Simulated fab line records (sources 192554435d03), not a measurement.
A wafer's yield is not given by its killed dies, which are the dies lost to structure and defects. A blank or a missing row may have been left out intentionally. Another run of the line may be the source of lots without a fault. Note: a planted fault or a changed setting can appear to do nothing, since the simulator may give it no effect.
fab line records	flow n5-finfet
record: lots: 6	wafers: 18	last-day: 17
route steps=1938 shown BEOL_M8@1347 PASSIVATION@1936
lots with no fault: from the same line, run without faults
start-h: hours from the record's first day to the start of the lot's first wafer shown	wait-h: time in hours since the lot's previous step	" same as the row above	L1.1+2: several wafers, shown together as one row	- either no value or no given start	* or withheld: withheld	< > ~ a bound
route shown NAME@n: names a module that has steps shown in the file, with the first one's number in the route	usual: mean and standard deviation over wafers with no fault	same: alike in all rows	chamber/n: place in a boat	sites: the reading at each site	_std_site: their standard deviation	_edge_site: inner sites' mean taken away from outer sites' mean	radius-mm: how far each site lies from the wafer's centre	mask NAME#n: copy n	behind: the last tool/chamber to shape the wafer	hold: why the lot went on hold/how many hours it stayed there/how the hold came to an end	device: which transistor (n, p or np) failed to switch	end of line: at the end of the route, the tests of the same wafers	a step without rows: its recipe alone	killed: not the wafer's yield, but the dies lost to structure and defects at the first sort	map: dies across one wafer; x = killed, . = not, _ = none there
set.NAME: setting as actually run; set.NAME@STEP: the setting as run at that earlier step	model.NAME: the simulator's own value behind a step, which no gauge read
certain route steps with their lots: each step a table, each wafer a row
services: the hour from which a tool's chamber was out of use, counted from the record's first day as start-h (under 0 if before that day), plus the number of hours and why
== steps ==
step: N5_BEOL_M8_INSPECT_13
recipe: mode: adi	inspect-instrument: brightfield
usual: raw-defect-count: 383/86
lot.wafer	tool	chamber	start-h	wait-h	raw-defect-count
L731.1	defect-inspect-01	-	211.86	0.0	357
L731.5	"	-	"	"	369
L731.6	"	-	"	"	291
L736.2	defect-inspect-02	-	246.17	0.0	264
L736.3	"	-	"	"	346
L736.5	"	-	"	"	461
L738.4	defect-inspect-02	-	247.28	0.0	243
L738.5	"	-	"	"	411
L738.6	"	-	"	"	298
L747.2	defect-inspect-01	-	315.84	0.0	420
L747.5	"	-	"	"	351
L747.6	"	-	"	"	393
L748.1	defect-inspect-02	-	327.23	0.0	441
L748.4	"	-	"	"	361
L748.5	"	-	"	"	434
L751.1	defect-inspect-02	-	343.78	0.0	336
L751.3	"	-	"	"	348
L751.6	"	-	"	"	395
step: N5_BEOL_M8_DESCUM_16
recipe: chemistry: O2	time-s: 7.9	source-power-w: 50	bias-power-w: 20	pressure-mtorr: 20	rf-frequency-hz: 2.712e+07	temp-c: 40	resist: CAR-ArF	o2-flow-sccm: 225
usual: drypump-motor-current-A: 5.7/0.48	oes-product-au: 0.82/0.078	rf-vpp-V: 243.0/1.5	showerhead-plenum-p-Torr: 2.09/0.08	throttle-valve-pct: 20.41/0.27
lot.wafer	tool	chamber	start-h	wait-h	drypump-motor-current-A	oes-product-au	rf-hours-counter-h	rf-vpp-V	showerhead-plenum-p-Torr	throttle-valve-pct
L731.1	rie-diel-06	3	211.90	0.0	5.6	0.80	104	241.8	2.01	20.49
L731.5	"	1	"	"	6.3	0.91	-	242.9	2.05	20.14
L731.6	"	0	"	"	5.7	0.84	-	244.3	2.22	20.25
L736.2	rie-diel-02	2	246.30	0.1	5.8	0.85	47	243.5	2.13	20.33
L736.3	"	1	"	"	6.3	0.76	175	241.2	2.02	20.34
L736.5	"	0	"	"	5.5	0.86	-	246.1	2.22	20.42
L738.4	rie-diel-01	0	247.33	0.0	4.7	0.71	-	243.8	2.05	20.24
L738.5	"	1	"	"	5.0	0.70	-	240.9	2.01	21.11
L738.6	"	2	"	"	6.2	0.90	-	242.7	2.12	20.25
L747.2	rie-diel-06	3	316.00	0.2	5.6	0.77	134	240.1	2.00	20.55
L747.5	"	1	"	"	6.3	0.86	-	242.5	2.04	20.18
L747.6	"	3	"	"	5.6	0.77	-	240.5	2.00	20.54
L748.1	rie-diel-01	1	327.48	0.2	5.0	0.68	233	240.3	2.00	21.16
L748.4	"	0	"	"	4.7	0.99	1	243.0	2.04	19.92
L748.5	"	1	"	"	5.0	0.68	-	241.9	2.00	21.15
L751.1	rie-diel-06	0	344.00	0.2	5.7	0.78	113	245.1	2.20	20.33
L751.3	"	1	"	"	6.2	0.84	71	242.8	2.03	20.21
L751.6	"	1	"	"	6.3	0.85	-	244.1	2.03	20.20
step: N5_BEOL_M8_ETCH_61
recipe: chemistry: CF4	target: SiARC	target-depth-a: 455	mask-material: CAR-ArF	time-s: 75.8	ion-energy-ev: 80	pressure-mtorr: 40	source-w: 545	bias-w: 36	Ar_flow_sccm: 100	cf4-flow-sccm: 100	ends: cleared
step: N5_BEOL_M8_ETCH_62
recipe: chemistry: N2/H2	target: SOC	target-depth-a: 1100	overetch-a: 220	mask-material: SiARC	temp-c: 40	time-s: 165	ion-energy-ev: 200	pressure-mtorr: 30	source-w: 840	bias-w: 150	n2-flow-sccm: 200	h2-flow-sccm: 200
usual: drypump-motor-current-A: 5.7/0.48	oes-product-au: 0.69/0.063	rf-vpp-V: 523.6/2.7	showerhead-plenum-p-Torr: 2.54/0.095	throttle-valve-pct: 17.81/0.28
lot.wafer	tool	chamber	start-h	wait-h	drypump-motor-current-A	oes-product-au	rf-hours-counter-h	rf-vpp-V	showerhead-plenum-p-Torr	throttle-valve-pct
L731.1	rie-diel-06	3	211.99	0.0	5.5	0.67	104	521.3	2.46	17.93
L731.5	"	1	"	"	6.3	0.75	-	521.7	2.48	17.42
L731.6	"	0	"	"	5.7	0.70	-	528.8	2.68	17.59
L736.2	rie-diel-02	2	246.39	0.0	5.8	0.71	47	524.6	2.60	17.81
L736.3	"	1	"	"	6.4	0.64	175	520.8	2.44	17.66
L736.5	"	0	"	"	5.5	0.72	-	528.5	2.69	17.83
L738.4	rie-diel-01	0	247.47	0.1	4.7	0.61	-	521.8	2.52	17.83
L738.5	"	1	"	"	5.0	0.61	-	519.1	2.43	18.44
L738.6	"	2	"	"	6.2	0.75	-	526.5	2.59	17.64
L747.2	rie-diel-06	3	316.09	0.0	5.6	0.64	134	521.8	2.45	17.99
L747.5	"	1	"	"	6.3	0.72	-	522.4	2.47	17.49
L747.6	"	3	"	"	5.6	0.64	-	521.8	2.45	17.99
L748.1	rie-diel-01	1	327.57	0.0	5.0	0.58	233	518.7	2.42	18.51
L748.4	"	0	"	"	4.7	0.83	1	523.8	2.51	17.45
L748.5	"	1	"	"	5.0	0.59	-	519.2	2.42	18.49
L751.1	rie-diel-06	0	344.09	0.0	5.7	0.67	113	527.8	2.67	17.66
L751.3	"	1	"	"	6.3	0.71	71	522.2	2.46	17.52
L751.6	"	1	"	"	6.2	0.71	-	522.3	2.46	17.52
step: N5_BEOL_M8_STRIP_68
recipe: chemistry: N2/H2	temp-c: 40	n2-flow-sccm: 200	h2-flow-sccm: 200	rf-frequency-hz: 6e+07
step: N5_BEOL_M8_STRIP_67
recipe: chemistry: CF4	resist: SiARC	power-w: 300	bias-power-w: 75	pressure-mtorr: 50	cf4-flow-sccm: 150	rf-frequency-hz: 6e+07
usual: cf4-flow-sccm: 150.1/0.45	drypump-motor-current-A: 5.7/0.48	oes-product-au: 0.81/0.073	rf-vpp-V: 271.0/1.6	showerhead-plenum-p-Torr: 1.79/0.061	throttle-valve-pct: 13.55/0.21
lot.wafer	tool	chamber	start-h	wait-h	cf4-flow-sccm	drypump-motor-current-A	oes-product-au	rf-hours-counter-h	rf-vpp-V	showerhead-plenum-p-Torr	throttle-valve-pct
L731.1	rie-diel-06	3	212.14	0.0	150.2	5.5	0.79	104	270.7	1.72	13.60
L731.5	"	1	"	"	149.5	6.3	0.90	-	270.0	1.76	13.34
L731.6	"	0	"	"	150.5	5.7	0.82	-	273.5	1.88	13.36
L736.2	rie-diel-02	2	246.54	0.0	150.1	5.8	0.85	47	272.4	1.83	13.46
L736.3	"	1	"	"	149.9	6.3	0.76	175	270.7	1.73	13.53
L736.5	"	0	"	"	150.1	5.5	0.85	-	273.2	1.89	13.45
L738.4	rie-diel-01	0	247.56	0.0	150.9	4.7	0.71	-	271.3	1.77	13.68
L738.5	"	1	"	"	149.3	5.0	0.72	-	270.0	1.70	13.97
L738.6	"	2	"	"	150.7	6.1	0.89	-	271.3	1.83	13.41
L747.2	rie-diel-06	3	316.24	0.0	149.9	5.6	0.76	134	270.1	1.72	13.68
L747.5	"	1	"	"	150.0	6.3	0.85	-	267.8	1.76	13.40
L747.6	"	3	"	"	149.7	5.6	0.76	-	267.8	1.71	13.66
L748.1	rie-diel-01	1	327.72	0.0	149.8	5.0	0.69	233	270.5	1.69	14.06
L748.4	"	0	"	"	150.9	4.7	0.98	1	270.6	1.77	13.15
L748.5	"	1	"	"	149.7	5.0	0.69	-	269.4	1.69	14.04
L751.1	rie-diel-06	0	344.24	0.0	149.8	5.8	0.79	113	273.2	1.87	13.44
L751.3	"	1	"	"	150.4	6.3	0.83	71	270.6	1.75	13.44
L751.6	"	1	"	"	151.1	6.2	0.84	-	267.9	1.75	13.45
step: N5_BEOL_M8_HM_OPEN_17
recipe: chemistry: Cl2/BCl3	target-depth-a: 200	overetch-a: 60	target: TiN	mask-material: SOC	ion-energy-ev: 150	pressure-mtorr: 10	icp-w: 1000	bias-w: 126	Cl2_flow_sccm: 53.25	bcl3-flow-sccm: 21.75	Ar_flow_sccm: 25
step: N5_BEOL_M8_STRIP_19
recipe: chemistry: O2	power-w: 400	temp-c: 40	pressure-mtorr: 30	rf-frequency-hz: 6e+07	bias-power-w: 0	overash-fraction: 0.2	o2-flow-sccm: 225
usual: drypump-motor-current-A: 5.6/0.52	oes-product-au: 0.81/0.079	rf-vpp-V: 3.7/0.62	showerhead-plenum-p-Torr: 2.08/0.072	throttle-valve-pct: 16.65/0.27
lot.wafer	tool	chamber	start-h	wait-h	drypump-motor-current-A	oes-product-au	rf-hours-counter-h	rf-vpp-V	showerhead-plenum-p-Torr	throttle-valve-pct
L731.1	rie-diel-01	3	212.31	0.1	5.4	0.89	45	3.2	2.03	16.40
L731.5	"	1	"	"	5.0	0.71	-	3.9	2.02	17.26
L731.6	"	2	"	"	6.2	0.92	-	3.5	2.13	16.43
L736.2	rie-diel-01	0	246.70	0.1	4.7	0.72	228	2.8	2.05	16.59
L736.3	"	1	"	"	5.0	0.70	203	3.9	2.02	17.28
L736.5	"	0	"	"	4.7	0.71	-	2.8	2.05	16.60
L738.4	rie-diel-02	1	247.76	0.1	6.3	0.75	175	4.5	2.02	16.60
L738.5	"	0	"	"	5.5	0.86	-	3.7	2.23	16.64
L738.6	"	3	"	"	6.1	0.91	-	3.2	2.04	16.54
L747.2	rie-diel-01	3	316.48	0.1	5.4	0.84	77	4.1	2.02	16.47
L747.5	"	1	"	"	5.0	0.69	-	4.2	2.01	17.33
L747.6	"	2	"	"	6.2	0.85	-	5.0	2.12	16.52
L748.1	rie-diel-06	3	327.96	0.2	5.6	0.76	139	3.4	2.00	16.81
L748.4	"	3	"	"	5.5	0.77	-	3.8	2.00	16.80
L748.5	"	0	"	"	5.7	0.79	-	3.0	2.21	16.58
L751.1	rie-diel-01	0	344.48	0.2	4.7	0.94	7	3.0	2.04	16.19
L751.3	"	1	"	"	5.0	0.67	240	3.8	2.01	17.33
L751.6	"	2	"	"	6.2	0.83	-	4.5	2.11	16.53
step: N5_BEOL_M8_CD_MEAS_18
recipe: pitch-nm: 80	target-cd-nm: 40
usual: cd-nm: 39.9/0.57
lot.wafer	tool	chamber	start-h	wait-h	cd-nm
L731.1	cd-sem-02	-	212.37	0.0	40.0
L731.5	"	-	"	"	40.4
L731.6	"	-	"	"	40.3
L736.2	cd-sem-01	-	246.77	0.1	39.3
L736.3	"	-	"	"	38.2
L736.5	"	-	"	"	39.0
L738.4	cd-sem-02	-	247.83	0.1	39.7
L738.5	"	-	"	"	39.6
L738.6	"	-	"	"	40.2
L747.2	cd-sem-01	-	316.55	0.1	39.5
L747.5	"	-	"	"	40.2
L747.6	"	-	"	"	40.4
L748.1	cd-sem-01	-	328.03	0.0	39.7
L748.4	"	-	"	"	39.9
L748.5	"	-	"	"	40.2
L751.1	cd-sem-03	-	344.55	0.0	39.9
L751.3	"	-	"	"	40.5
L751.6	"	-	"	"	40.5
step: N5_BEOL_M8_COAT_63
recipe: resist: SOC	temp-c: 250	time-s: 60	spin-rpm: 1500	resist-thk-nm: 60
step: N5_BEOL_M8_COAT_64
recipe: resist: SiARC	temp-c: 220	time-s: 60	spin-rpm: 1500	resist-thk-nm: 12
step: N5_BEOL_M8_COAT_71
recipe: resist: underlayer	temp-c: 205	time-s: 60	spin-rpm: 1500	resist-thk-nm: 5
step: N5_BEOL_M8_COAT_22
recipe: resist: CAR-EUV	spin-rpm: 1500	resist-thk-nm: 30
usual: spin-speed-rpm: 1500.1/0.96
lot.wafer	tool	chamber	start-h	wait-h	spin-speed-rpm	model.CAR-EUV_of_BEOL_M8_COAT_22.thk-nm
L731.1	litho-track-03	0	212.99	-	1499.3	30
L731.5	"	0	"	"	1499.7	30
L731.6	"	0	"	"	1499.1	30
L736.2	litho-track-03	0	246.81	-	1498.9	30
L736.3	"	0	"	"	1499.8	30
L736.5	"	0	"	"	1500.9	29.8
L738.4	litho-track-03	0	249.35	-	1499.9	30.2
L738.5	"	0	"	"	1501.2	30
L738.6	"	0	"	"	1499.7	30
L747.2	litho-track-03	0	316.72	-	1500.2	30
L747.5	"	0	"	"	1500.2	30
L747.6	"	0	"	"	1501.7	30
L748.1	litho-track-03	0	328.14	-	1414.7	31
L748.4	"	0	"	"	1414.6	31
L748.5	"	0	"	"	1414.6	31
L751.1	litho-track-03	0	344.60	-	1415.5	30.8
L751.3	"	0	"	"	1415.4	30.8
L751.6	"	0	"	"	1414.9	30.8
step: N5_BEOL_M8_EBR_24
recipe: solvent: PGMEA	ebr-width-mm: 1.5
step: N5_BEOL_M8_SOFTBAKE_23
recipe: temp-c: 110	time-s: 60	resist: CAR-EUV
step: N5_BEOL_M8_EXPOSE_25
recipe: mask-id: V7	na: 0.33	source-shape: annular	sigma-inner: 0.4	sigma-outer: 0.8	polarization: unpolarized	target-cd-nm: 40	dose-mj: 42.5
step: N5_BEOL_M8_PEB_26
recipe: peb-temp-c: 100	peb-time-s: 60	resist: CAR-EUV
step: N5_BEOL_M8_DEVELOP_27
recipe: develop-time-s: 30	developer: TMAH	resist: CAR-EUV	rinse-liquid: surfactant-rinse	dry: air-spin	dev-temp-c: 23
step: N5_BEOL_M8_CD_MEAS_28
recipe: target-cd-nm: 40	landing-energy-ev: 500	detector: se-inlens
usual: cd-nm: 40.06/0.25
lot.wafer	tool	chamber	start-h	wait-h	cd-nm
L731.1	cd-sem-01	0	213.38	-	39.84
L731.5	"	0	"	"	39.97
L731.6	"	0	"	"	40.48
L736.2	cd-sem-01	0	247.07	-	39.98
L736.3	"	0	"	"	39.92
L736.5	"	0	"	"	40.25
L738.4	cd-sem-02	0	249.74	-	39.75
L738.5	"	0	"	"	40.30
L738.6	"	0	"	"	39.90
L747.2	cd-sem-02	0	316.99	-	39.96
L747.5	"	0	"	"	40.41
L747.6	"	0	"	"	40.04
L748.1	cd-sem-01	0	328.56	-	40.62
L748.4	"	0	"	"	40.37
L748.5	"	0	"	"	39.97
L751.1	cd-sem-01	0	344.86	-	39.55
L751.3	"	0	"	"	40.00
L751.6	"	0	"	"	39.77
step: N5_BEOL_M8_OVL_MEAS_29
recipe: points-per-wafer: 522
usual: V7_OVL: -0.3/0.74
same: points-per-wafer: 522
lot.wafer	tool	chamber	start-h	wait-h	V7_OVL[nm]
L731.1	overlay-02	0	213.41	0.0	-0.7
L731.5	"	0	"	"	-0.6
L731.6	"	0	"	"	-0.5
L736.2	overlay-02	0	247.11	0.0	0.2
L736.3	"	0	"	"	0.1
L736.5	"	0	"	"	1.4
L738.4	overlay-01	0	249.79	0.0	-1.1
L738.5	"	0	"	"	0.3
L738.6	"	0	"	"	0.1
L747.2	overlay-01	0	317.02	0.0	0.8
L747.5	"	0	"	"	-0.5
L747.6	"	0	"	"	0.2
L748.1	overlay-02	0	328.59	0.0	-0.8
L748.4	"	0	"	"	-0.9
L748.5	"	0	"	"	-0.8
L751.1	overlay-01	0	344.89	0.0	-2.1
L751.3	"	0	"	"	-0.6
L751.6	"	0	"	"	-0.5
step: N5_BEOL_M8_INSPECT_30
recipe: mode: adi	inspect-instrument: brightfield
usual: raw-defect-count: 379/89
lot.wafer	tool	chamber	start-h	wait-h	raw-defect-count
L731.1	defect-inspect-01	-	213.47	0.1	368
L731.5	"	-	"	"	351
L731.6	"	-	"	"	285
L736.2	defect-inspect-02	-	247.16	0.0	262
L736.3	"	-	"	"	352
L736.5	"	-	"	"	476
L738.4	defect-inspect-01	-	249.83	0.0	218
L738.5	"	-	"	"	388
L738.6	"	-	"	"	282
L747.2	defect-inspect-02	-	317.07	0.0	456
L747.5	"	-	"	"	362
L747.6	"	-	"	"	446
L748.1	defect-inspect-02	-	328.65	0.1	439
L748.4	"	-	"	"	359
L748.5	"	-	"	"	431
L751.1	defect-inspect-01	-	344.95	0.1	302
L751.3	"	-	"	"	317
L751.6	"	-	"	"	343
step: N5_BEOL_M8_DESCUM_33
recipe: chemistry: O2	time-s: 7	source-power-w: 50	bias-power-w: 20	pressure-mtorr: 20	rf-frequency-hz: 2.712e+07	temp-c: 40	resist: CAR-EUV	o2-flow-sccm: 225
step: N5_BEOL_M8_ETCH_72
recipe: chemistry: N2/H2	target: underlayer	target-depth-a: 65	mask-material: CAR-EUV	time-s: 5.2	ion-energy-ev: 200	pressure-mtorr: 30	source-w: 840	bias-w: 150	n2-flow-sccm: 200	h2-flow-sccm: 200	ends: cleared
usual: drypump-motor-current-A: 5.7/0.51	etch-rf-on-time-s: 5.15/0.13	oes-product-au: 0.69/0.067	rf-vpp-V: 523.6/2.7	showerhead-plenum-p-Torr: 2.53/0.092	throttle-valve-pct: 17.86/0.29
lot.wafer	tool	chamber	start-h	wait-h	drypump-motor-current-A	etch-rf-on-time-s	oes-product-au	rf-hours-counter-h	rf-vpp-V	showerhead-plenum-p-Torr	throttle-valve-pct
L731.1	rie-diel-02	1	213.54	0.0	6.4	5.26	0.65	161	522.7	2.44	17.69
L731.5	"	0	"	"	5.5	5.04	0.76	-	528.0	2.70	17.85
L731.6	"	3	"	"	6.1	5.13	0.80	-	522.5	2.47	17.66
L736.2	rie-diel-06	1	247.24	0.0	6.3	4.95	0.77	37	521.9	2.48	17.49
L736.3	"	0	"	"	5.7	4.97	0.72	78	527.3	2.68	17.66
L736.5	"	1	"	"	6.3	4.91	0.78	-	523.6	2.48	17.51
L738.4	rie-diel-01	0	249.90	0.0	4.7	5.25	0.61	-	522.8	2.52	17.89
L738.5	"	1	"	"	5.0	5.20	0.61	-	519.0	2.43	18.47
L738.6	"	2	"	"	6.2	5.24	0.76	-	525.5	2.58	17.67
L747.2	rie-diel-06	0	317.14	0.0	5.7	5.04	0.69	102	529.8	2.67	17.66
L747.5	"	0	"	"	5.7	5.06	0.68	-	527.2	2.67	17.67
L747.6	"	3	"	"	5.6	5.01	0.66	-	521.3	2.45	18.03
L748.1	rie-diel-01	3	328.93	0.0	5.4	5.26	0.70	80	520.9	2.44	17.71
L748.4	"	2	"	"	6.2	5.35	0.72	61	524.7	2.57	17.75
L748.5	"	1	"	"	5.1	5.24	0.58	-	519.3	2.42	18.53
L751.1	rie-diel-01	2	345.26	0.0	6.2	5.31	0.70	68	521.0	2.57	17.73
L751.3	"	3	"	"	5.4	5.26	0.70	87	522.7	2.44	17.72
L751.6	"	0	"	"	4.7	5.32	0.80	-	521.2	2.51	17.53
step: N5_BEOL_M8_ETCH_65
recipe: chemistry: CF4	target: SiARC	target-depth-a: 156	mask-material: CAR-EUV	time-s: 26	ion-energy-ev: 80	pressure-mtorr: 40	source-w: 545	bias-w: 36	Ar_flow_sccm: 100	cf4-flow-sccm: 100	ends: cleared
usual: cf4-flow-sccm: 100.04/0.3	drypump-motor-current-A: 5.7/0.51	etch-rf-on-time-s: 25.6/0.66	oes-product-au: 0.70/0.068	rf-vpp-V: 183.9/1.2	showerhead-plenum-p-Torr: 2.13/0.075	throttle-valve-pct: 15.60/0.21
lot.wafer	tool	chamber	start-h	wait-h	cf4-flow-sccm	drypump-motor-current-A	etch-rf-on-time-s	oes-product-au	rf-hours-counter-h	rf-vpp-V	showerhead-plenum-p-Torr	throttle-valve-pct	model.CAR-EUV_of_BEOL_M8_COAT_22.thk-nm
L731.1	rie-diel-02	1	213.55	0.0	99.86	6.3	25.9	0.66	161	183.9	2.07	15.53	11
L731.5	"	0	"	"	100.26	5.5	25.0	0.75	-	185.1	2.27	15.51	11
L731.6	"	3	"	"	99.81	6.1	25.2	0.81	-	182.2	2.10	15.53	11.2
L736.2	rie-diel-06	1	247.25	0.0	100.00	6.3	24.5	0.78	37	183.9	2.10	15.38	11
L736.3	"	0	"	"	99.61	5.7	25.1	0.71	78	185.3	2.25	15.43	11
L736.5	"	1	"	"	99.88	6.3	24.4	0.78	-	183.2	2.10	15.39	11
L738.4	rie-diel-01	0	249.93	0.0	100.70	4.7	26.5	0.60	-	183.6	2.10	15.61	11.2
L738.5	"	1	"	"	100.04	5.0	26.5	0.60	-	183.0	2.04	16.03	11
L738.6	"	2	"	"	99.74	6.2	26.1	0.76	-	184.2	2.19	15.47	11
L747.2	rie-diel-06	0	317.16	0.0	100.48	5.7	24.8	0.70	102	185.4	2.25	15.47	11.2
L747.5	"	0	"	"	100.09	5.7	24.8	0.69	-	185.4	2.24	15.50	11
L747.6	"	3	"	"	99.88	5.5	24.6	0.66	-	182.3	2.05	15.73	11
L748.1	rie-diel-01	3	328.95	0.0	100.42	5.4	26.8	0.70	80	185.2	2.08	15.48	12.2
L748.4	"	2	"	"	99.82	6.2	27.0	0.71	61	185.7	2.18	15.54	12
L748.5	"	1	"	"	100.53	5.0	26.4	0.59	-	181.9	2.03	16.10	12.2
L751.1	rie-diel-01	2	345.28	0.0	99.88	6.2	26.5	0.71	68	184.5	2.18	15.54	12
L751.3	"	3	"	"	99.84	5.3	26.4	0.70	87	184.5	2.08	15.49	12
L751.6	"	0	"	"	100.36	4.7	26.1	0.81	-	182.6	2.10	15.19	11.8
step: N5_BEOL_M8_ETCH_66
recipe: chemistry: N2/H2	target: SOC	target-depth-a: 800	overetch-a: 160	mask-material: SiARC	temp-c: 40	time-s: 120	ion-energy-ev: 200	pressure-mtorr: 30	source-w: 840	bias-w: 150	n2-flow-sccm: 200	h2-flow-sccm: 200
step: N5_PASSIVATION_PROBE_49
usual: defect-limited-yield: 91.0/1.5	killed_at_M0_to_M3: 34/11	killed_at_M4_up: 14/5.3	killed-at-contacts: 13/7	killed-at-front-end: 41/13	killed-at-other: 4/3.1	killed-dies: 106/17	killed-open: 70/12	killed-short: 35/8	sort_bin_5_function: 5.2/0.98	sort_bin_6_memory: 3.4/0.69	sort_bin_8_speed: 0.00/0.007	sort-n-pass: 1074/17	sort-yield-pct: 91.0/1.5
same: gross-dies: 1180	killed-at-back-side: 0	sort_bin_4_leakage[%]: 0
lot.wafer	tool	chamber	start-h	wait-h	defect-limited-yield[%]	killed_at_M0_to_M3	killed_at_M4_up	killed-at-contacts	killed-at-front-end	killed-at-other	killed-dies	killed-open	killed-short	sort_bin_5_function[%]	sort_bin_6_memory[%]	sort_bin_8_speed[%]	sort-n-pass	sort-yield-pct[%]
L751.1	prober-02	-	409.81	0.0	93.4	22	9	11	34	2	78	56	22	4.2	2.2	0	1102	93.4
L751.3	prober-02	-	409.91	0.1	90.8	52	12	4	39	1	108	72	35	5.0	3.8	0	1072	90.8
L751.6	prober-02	-	410.06	0.3	91.6	29	17	10	42	1	99	69	30	4.2	4.0	0	1081	91.6
killed by level:class
L751.1 STI_FIN_REVEAL:geometric-particle:open=10 MOL_CONTACT_COAG:geometric-particle:open=9 BEOL_M2:geometric-particle:open=8 BEOL_M3:geometric-particle:open=8 FIN_SAQP:geometric-particle:short=7 FIN_SAQP:geometric-particle:open=6 BEOL_M4:geometric-particle:open=5 BEOL_M2:geometric-particle:short=3
L751.3 BEOL_M1:geometric-particle:open=13 BEOL_M3:geometric-particle:open=10 BEOL_M0_SAQP:geometric-particle:open=9 STI_FIN_REVEAL:geometric-particle:open=7 BEOL_M0_SAQP:geometric-particle:short=7 STARTING-WAFER:geometric-particle:open=6 FIN_SAQP:geometric-particle:open=5 FIN_SAQP:geometric-particle:short=4
L751.6 FIN_SAQP:geometric-particle:open=12 BEOL_M0_SAQP:geometric-particle:open=12 BEOL_M4:geometric-particle:open=12 FIN_SAQP:geometric-particle:short=10 MOL_CONTACT_COAG:geometric-particle:open=9 BEOL_M3:geometric-particle:open=6 BEOL_M0_SAQP:geometric-particle:short=5 STI_FIN_REVEAL:geometric-particle:open=4
== services ==
tool	chamber	start-h	hours	kind
rie-diel-06	-	215.62	15.6	pm
rie-diel-02	2	235.45	2.4	repair
rie-diel-01	3	246.14	18.9	repair
rie-diel-01	2	299.37	5.1	repair
rie-diel-01	0	304.44	-	clean
rie-diel-01	0	304.44	-	consumable-replace:focus-ring
rie-diel-01	0	304.44	18.2	scheduled-down
rie-diel-01	0	304.44	18.2	vent-cycle
rie-diel-01	-	311.59	0.2	repair
rie-diel-06	2	312.32	-	clean
rie-diel-06	2	312.32	-	consumable-replace:focus-ring
rie-diel-06	2	312.32	23.8	scheduled-down
rie-diel-06	2	312.32	23.8	vent-cycle
rie-diel-02	2	343.93	4.8	repair
== key ==
first-sign: step: N5_BEOL_M8_COAT_22	reading: spin-speed-rpm	direction: down	sigmas: 89	usual: *	struck: *
effect none on later readings
model-effect: step: N5_BEOL_M8_COAT_22	value: CAR-EUV_of_BEOL_M8_COAT_22.thk-nm	without: 29.97	struck: 30.9
model-effect: step: N5_BEOL_M8_ETCH_65	value: CAR-EUV_of_BEOL_M8_COAT_22.thk-nm	without: 11.17	struck: 12.03
met-at N5_BEOL_M8_COAT_22
struck-wafers L748.1,L748.4,L748.5,L751.1,L751.3,L751.6
onset-between 316.72 328.14
fault: kind: process-parameter-drift	tool: litho-track-03	chamber: -	onset-h: 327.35	steps: N5_BEOL_M8_COAT_22	channel: spin-rpm	offset: *	shape: step	end-h: 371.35	acts-in: *	stated: *
